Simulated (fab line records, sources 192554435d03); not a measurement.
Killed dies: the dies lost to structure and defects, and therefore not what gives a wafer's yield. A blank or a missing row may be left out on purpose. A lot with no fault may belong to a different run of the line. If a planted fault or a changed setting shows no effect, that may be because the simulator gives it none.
A lot that was struck, set against a sound lot | flow n5-finfet | 44 out of 1938 route steps
Sound: the wafers L252.1, L252.3, L252.4. Wafers struck: L243.2, L243.3. The cause is named last.
Each step with rows lists, per side, the tool, then ch with its chambers, then its first start. Under that, the readings that differ: sound wafers | struck wafers | difference of the means | sigmas: that difference in standard deviations of wafers without a fault.
alike: a reading whose means differ by less than 2 such deviations, as well as words and numbers matching on both sides. not compared: withheld readings; readings where some wafer has no value; bounds like >300 that might hide an equal value; numbers whose values overlap and for which the record gives no deviation.
A row with sigmas, a row that says differs or no value, or rows on one side alone: a step with any of these is where the two part. Non-overlapping numbers with no deviation appear without sigmas and do not part them. Lack of a reading on every wafer of one side parts them only where that side has two or more wafers.

first, 11 steps without rows for these wafers: N5_BEOL_M4_DESCUM_33 (chemistry O2, time 7 s); N5_BEOL_M4_ETCH_77 (etches underlayer in N2/H2, target depth 6.5 nm, time 5.2 s); N5_BEOL_M4_ETCH_69 (etches SiARC in CF4, target depth 15.6 nm, time 26 s); N5_BEOL_M4_ALD_98 (deposits SiO2, target thk 2.5 nm, pulse time 1 s, co reactant pulse time 1 s); N5_BEOL_M4_ETCHBACK_99 (etches SiO2 in CHF3, target depth 5 nm, time 10.4 s); N5_BEOL_M4_ETCH_70 (etches SOC in N2/H2, target depth 80 nm, overetch 24 nm, time 130 s); N5_BEOL_M4_STRIP_71 (strips in N2/H2); N5_BEOL_M4_STRIP_78 (strips in N2/H2); N5_BEOL_M4_VIA_ETCH_34 (etches the open film in C4F6/O2, target depth 69.4 nm, time 65.9 s); N5_BEOL_M4_STRIP_83 (strips in C4F6/O2); N5_BEOL_M4_STRIP_36 (strips in N2/H2).
N5_BEOL_M4_TRENCH_ETCH_37: etches SiOC in C4F6/O2, target depth 55.555 nm, time 29.2 s.
  sound on rie-diel-01 ch 0,2,3, day 13 04:49; struck on rie-diel-05 ch 0,2, day 11 03:39
  reading                             | sound             | struck      | difference | sigmas
  run-length-s (s)                    | 51.9 52.0 52.6    | 54.0 54.2   | +1.9       | +5
  model.etch.depth-nm (nm)            | 56.45 55.27 55.24 | 61.09 59.49 | +4.64      |
  model.BEOL_M4.feature-depth-nm (nm) | 56.4 55.2 55.2    | 61 59.4     | +5         |
  alike: drypump-motor-current-A, oes_f_703_au, oes-product-au, rf-vpp-V, showerhead-plenum-p-Torr, throttle-valve-pct
  not compared: rf-hours-counter-h
then, 2 steps without rows for these wafers: N5_BEOL_M4_ETCH_41 (etches SiCN in CH3F/O2, target depth 29.9 nm, time 52.5 s); N5_BEOL_M4_STRIP_97 (strips in N2/H2, time 10 s).
N5_BEOL_M4_OCD_MEAS_38:
  sound on ocd-01, day 13 04:58; struck on ocd-01, day 11 03:49
  reading              | sound          | struck    | difference | sigmas
  trench-depth-nm (nm) | 55.9 55.6 55.2 | 61.2 59.2 | +4.6       | +5
then, 25 steps without rows for these wafers: N5_BEOL_M4_HM_STRIP_39 (strips TiN in peroxide tin strip, target depth 25 nm, time 158 s); N5_BEOL_M4_SRD_40 (time 30 s); N5_BEOL_M4_PRECLEAN_42 (cleans in residue remover, time 60 s); N5_BEOL_M4_SRD_43 (time 30 s); N5_BEOL_M4_DEGAS_44 (time 60 s); N5_BEOL_M4_PRE_CLEAN_45 (time 30 s); N5_BEOL_M4_ALD_84 (deposits TaN, pulse time 2 s, purge time 3 s, co reactant purge time 2 s); N5_BEOL_M4_SURFACE_TREAT_85; N5_BEOL_M4_CVD_47 (deposits Co from CCTBA/H2, target thk 3 nm, time 223.8 s); N5_BEOL_M4_SPUTTER_48 (material Cu, target thk 4.5 nm, time 8.29 s); N5_BEOL_M4_ANNEAL_49 (time 240 s); N5_BEOL_M4_SPUTTER_79 (material Cu, target thk 4.5 nm, time 8.29 s); N5_BEOL_M4_ANNEAL_80 (time 240 s); N5_BEOL_M4_SPUTTER_81 (material Cu, target thk 4.5 nm, time 8.29 s); N5_BEOL_M4_ANNEAL_82 (time 240 s); N5_BEOL_M4_SPUTTER_86 (material Cu, target thk 4.5 nm, time 8.29 s); N5_BEOL_M4_ANNEAL_87 (time 240 s); N5_BEOL_M4_SPUTTER_88 (material Cu, target thk 4.5 nm, time 8.29 s); N5_BEOL_M4_ANNEAL_89 (time 240 s); N5_BEOL_M4_SPUTTER_90 (material Cu, target thk 4.5 nm, time 8.29 s); N5_BEOL_M4_ANNEAL_91 (time 240 s); N5_BEOL_M4_SPUTTER_92 (material Cu, target thk 4.5 nm, time 8.29 s); N5_BEOL_M4_ANNEAL_93 (time 240 s); N5_BEOL_M4_SPUTTER_94 (material Cu, target thk 4.5 nm, time 8.29 s); N5_BEOL_M4_ANNEAL_95 (time 240 s).
N5_BEOL_M4_CMP_52: polishes, stops on SiOC, t overpolish 6.8 s, target thk 40 nm.
  sound on cmp-02 ch 0,2,3, day 13 09:36; struck on cmp-03 ch 0,3, day 11 07:22
  reading                                | sound       | struck  | difference | sigmas
  motor-current-A (A)                    | 5.5 5.8 5.2 | 6.1 7.6 | +1.3       | +2
  model.Cu_of_BEOL_M4_ECD_50.thk-nm (nm) | 39.6 40 40  | 46 45   | +6         |
  alike: barrier-field-endpoint-s, overpolish-run-s, platen-rpm, slurry-flow-ml-min, time-to-endpoint-s
N5_BEOL_M4_THK_MEAS_53: measures by xrf.
  sound on film-metro-02, day 13 09:52; struck on film-metro-01, day 11 07:40
  reading     | sound          | struck    | difference | sigmas
  M4_THK (nm) | 39.2 39.6 39.7 | 45.6 44.6 | +5.6       | +4
N5_BEOL_M4_RC_MEAS_101:
  sound on prober-01 ch 0, day 13 10:13; struck on prober-02 ch 0, day 11 08:10
  reading       | sound             | struck      | difference | sigmas
  ION_P (uA/um) | 450 456 454       | 467 475     | +18        | +3
  VT_N (mV)     | 251.3 251.7 253.9 | 243.1 248.2 | -6.7       | -3
  VT_P (mV)     | -254 -255 -253    | -247 -247   | +7         | +2
  alike: DIBL_N, DIBL_P, IOFF_N, IOFF_P, ION_N, SS_N, SS_P
-- a jump in the record: the struck wafers' starts before and after are 4 days apart (it breaks off in module BEOL_M4 and resumes in module PASSIVATION, where the first step shown is number 1936 of the route) --
N5_PASSIVATION_PROBE_49:
  only the struck wafers here have rows in the record (prober-01, day 15 18:49); the sound ones have none

== WHERE THEY PART ==
First at N5_BEOL_M4_TRENCH_ETCH_37; last, within this record, at N5_PASSIVATION_PROBE_49.

WHY: the cause the simulator had injected
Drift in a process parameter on rie-diel-05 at N5_BEOL_M4_TRENCH_ETCH_37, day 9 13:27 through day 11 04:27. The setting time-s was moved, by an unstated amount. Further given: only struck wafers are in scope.
